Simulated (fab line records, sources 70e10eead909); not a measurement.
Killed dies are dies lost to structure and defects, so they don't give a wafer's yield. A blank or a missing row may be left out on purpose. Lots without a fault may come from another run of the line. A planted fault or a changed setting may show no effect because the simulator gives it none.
Chamber matching | flow nand_harc | NHARC_A_STAIRCASE_DESCUM_219 on rie_diel-02: 4 sister chambers
The step chemistry O2, time 3 s. 16 wafers are shown with their chamber, then 8 later ones without.

WAFERS WITH THEIR CHAMBER
wafer  | chamber | showerhead_plenum_p_Torr (Torr) | drypump_motor_current_A (A) | oes_product_au (a.u.)
L075.3 | 0       | 1.79                            | 6.4                         | 1.011
L075.4 | 2       | 2.01                            | 5.4                         | 1.008
L075.5 | 2       | 2.01                            | 5.4                         | 1.013
L079.1 | 1       | 1.91                            | 6.0                         | 0.994
L079.3 | 2       | 2.01                            | 5.4                         | 1.006
L079.5 | 2       | 2.01                            | 5.4                         | 1.004
L081.2 | 2       | 2.00                            | 5.4                         | 1.012
L081.3 | 0       | 1.79                            | 6.4                         | 1.002
L081.4 | 3       | 1.96                            | 5.9                         | 1.016
L082.1 | 1       | 1.91                            | 5.9                         | 0.992
L082.2 | 3       | 1.96                            | 5.9                         | 1.001
L082.4 | 2       | 2.00                            | 5.4                         | 0.999
L083.1 | 2       | 2.00                            | 5.4                         | 0.998
L083.2 | 0       | 1.79                            | 6.4                         | 1.002
L083.5 | 3       | 1.96                            | 5.9                         | 0.988
L089.4 | 2       | 2.00                            | 5.4                         | 1.015

SIGNATURES (means of the wafers above)
reading                  | chamber 0 | chamber 1 | chamber 2 | chamber 3 | scatter within a chamber
showerhead_plenum_p_Torr | 1.7900    | 1.9100    | 2.0050    | 1.9600    | 0.00408
drypump_motor_current_A  | 6.400     | 5.950     | 5.400     | 5.900     | 0.0204
oes_product_au           | 1.00500   | 0.99300   | 1.00687   | 1.00167   | 0.0078
Rule: a wafer's distance from a chamber is the root of the sum, over the readings, of the square of ((its reading less the chamber's mean) divided by the reading's scatter). The wafer belongs to the nearest chamber; if the next one is less than 2 further off, it can't be placed. The scatter: the root of (the sum of the squares of (reading less its chamber's mean) over the shown wafers, divided by (wafers less chambers)).

WAFERS WITHOUT THEIR CHAMBER
wafer  | showerhead_plenum_p_Torr (Torr) | drypump_motor_current_A (A) | oes_product_au (a.u.)
L089.5 | 1.91                            | 5.9                         | 0.986
L089.6 | 1.78                            | 6.4                         | 0.999
L090.2 | 2.00                            | 5.4                         | 1.019
L090.4 | 1.95                            | 5.9                         | 1.022
L090.6 | 1.78                            | 6.4                         | 0.992
L091.1 | 1.91                            | 6.0                         | 0.999
L091.2 | 2.00                            | 5.4                         | 1.024
L091.6 | 1.91                            | 5.9                         | 0.996

WHICH CHAMBER EACH WENT THROUGH
wafer  | from the rows above | in truth
L089.5 | 1                   | 1
L089.6 | 0                   | 0
L090.2 | 2                   | 2
L090.4 | 3                   | 3
L090.6 | 0                   | 0
L091.1 | 1                   | 1
L091.2 | 2                   | 2
L091.6 | 1                   | 1
Placed correctly: 8 of 8. Can't be placed from these rows: 0. Placed wrongly: 0.
